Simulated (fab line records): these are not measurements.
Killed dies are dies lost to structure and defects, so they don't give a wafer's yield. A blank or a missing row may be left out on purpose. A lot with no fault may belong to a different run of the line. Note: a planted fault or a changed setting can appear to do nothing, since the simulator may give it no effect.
A lot that was struck, set against a sound lot	flow n5-finfet	19 out of 1938 route steps
Sound: wafers L477.1, L477.2, L477.3. Wafers struck: L485.3, L485.4, L485.5. The cause is given at the end.
Each step with rows lists, per side, the tool, then ch with its chambers, then its first start. Under that, the readings that differ: sound wafers	struck wafers	difference of the means	sigmas: that difference in standard deviations of wafers without a fault.
alike: same words and numbers on both sides, and readings whose means sit less than 2 such deviations apart. not compared: any withheld reading, any reading some wafer has no value for, any bound like >300 that may hide the same value, and any number with overlapping values for which the record gives no deviation.
The two part at a step that has a row with sigmas, a row that says differs or no value, or rows on one side only. Non-overlapping numbers with no deviation appear without sigmas and do not part them. A reading that every wafer of one side lacks parts them only if that side has two wafers or more.

first, 8 steps without rows for these wafers: N5_BEOL_M2_COAT_68 (time 60 s, resist thk 12 nm); N5_BEOL_M2_COAT_76 (time 60 s, resist thk 5 nm); N5_BEOL_M2_COAT_22 (resist thk 30 nm); N5_BEOL_M2_EBR_24; N5_BEOL_M2_SOFTBAKE_23 (time 60 s); N5_BEOL_M2_EXPOSE_25 (exposes mask V1, defocus 5 nm); N5_BEOL_M2_PEB_26 (peb time 60 s); N5_BEOL_M2_DEVELOP_27 (develop time 30 s).
N5_BEOL_M2_CD_MEAS_28: target cd 26.2 nm, target cd y 24.1 nm.
  sound on cd-sem-03 ch 0, day 9 10:48; struck on cd-sem-03 ch 0, day 10 17:04
  alike: cd-nm
N5_BEOL_M2_OVL_MEAS_29:
  sound on overlay-01 ch 0, day 9 10:50; struck on overlay-01 ch 0, day 10 17:07
  alike: V1_OVL
N5_BEOL_M2_INSPECT_30: inspects for defects (brightfield).
  sound on defect-inspect-02, day 9 10:53; struck on defect-inspect-01, day 10 17:10
  alike: raw-defect-count
N5_BEOL_M2_DESCUM_33: chemistry O2, time 7 s.
  sound on rie-diel-03 ch 0,2,3, day 9 10:55; struck on rie-diel-01 ch 0,1,3, day 10 17:11
  alike: drypump-motor-current-A, oes-product-au, rf-vpp-V, showerhead-plenum-p-Torr, temp-c, throttle-valve-pct
  not compared: rf-hours-counter-h
N5_BEOL_M2_ETCH_77: etches underlayer in N2/H2, target depth 6.5 nm, time 5.2 s.
  sound on rie-diel-03 ch 0,2,3, day 9 10:58; struck on rie-diel-01 ch 0,1,3, day 10 17:13
  no value came back on the struck wafers for any of 10 readings (bias-w (W), chamber-pressure-mTorr (mTorr) and others); on the sound wafers bias-w (W) reads 150.5 150.7 150.0
reading	sound	struck	difference	sigmas
model.CAR-EUV_of_BEOL_M2_COAT_22.thk-nm (nm)	20.2 20 20.2	26.2 26.2 26.2	+6.1	
N5_BEOL_M2_ETCH_69: etches SiARC in CF4, target depth 15.6 nm, time 26 s.
  sound on rie-diel-03 ch 0,2,3, day 9 10:58; struck on rie-diel-01 ch 0,1,3, day 10 17:14
  alike: bias-w, cf4-flow-sccm, drypump-motor-current-A, etch-rf-on-time-s, mfc-ar-sccm, oes-product-au, rf-vpp-V, showerhead-plenum-p-Torr, throttle-valve-pct
  not compared: rf-hours-counter-h
N5_BEOL_M2_ALD_98: deposits SiO2, target thk 2.5 nm, pulse time 1 s, co reactant pulse time 1 s.
  sound on ald-sin-02 ch 0,1,2, day 9 11:04; struck on ald-sin-01 ch 1,2,3, day 10 17:29
  alike: heater-power-w, precursor-pulse-height-rel
N5_BEOL_M2_ETCHBACK_99: etches SiO2 in CHF3, target depth 5 nm, time 10.4 s.
  sound on rie-diel-01 ch 0,1,2, day 9 17:55; struck on rie-diel-03 ch 0,2, day 12 01:34
reading	sound	struck	difference	sigmas
model.CAR-EUV_of_BEOL_M2_COAT_22.thk-nm (nm)	10.2 10 10.2	16.2 16.2 16.2	+6.1	
  alike: drypump-motor-current-A, mfc-ar-sccm, oes-product-au, rf-vpp-V, showerhead-plenum-p-Torr, throttle-valve-pct
  not compared: rf-hours-counter-h
N5_BEOL_M2_ETCH_70: etches SOC in N2/H2, target depth 80 nm, overetch 24 nm, time 130 s.
  sound on rie-diel-01 ch 0,1,2, day 9 17:56; struck on rie-diel-03 ch 0,2, day 12 01:37
  alike: bias-w, chamber-pressure-mTorr, drypump-motor-current-A, n2-flow-sccm, oes-product-au, rf-vpp-V, showerhead-plenum-p-Torr, temp-c, throttle-valve-pct
  not compared: rf-hours-counter-h
-- the record jumps here: 3 days lie between the struck wafers' starts before and after (it left off in module BEOL_M2 and takes up again in module BEOL_M4, whose first step shown is number 1111 of the route) --
N5_BEOL_M4_RC_MEAS_101:
  sound on prober-02 ch 0, day 13 00:52; struck on prober-02 ch 0, day 15 09:07
  alike: DIBL_N, DIBL_P, IOFF_N, IOFF_P, ION_N, ION_P, SS_N, SS_P, VT_N, VT_P
following that, these wafers have no rows for 1 step: N5_PASSIVATION_PROBE_49.

== WHERE THEY PART ==
Only at N5_BEOL_M2_ETCH_77, within this record. Later steps at which nothing parts them and some readings are alike: N5_BEOL_M2_ETCH_69, N5_BEOL_M2_ALD_98, N5_BEOL_M2_ETCHBACK_99, N5_BEOL_M2_ETCH_70, N5_BEOL_M4_RC_MEAS_101.

WHY: the cause the simulator had injected
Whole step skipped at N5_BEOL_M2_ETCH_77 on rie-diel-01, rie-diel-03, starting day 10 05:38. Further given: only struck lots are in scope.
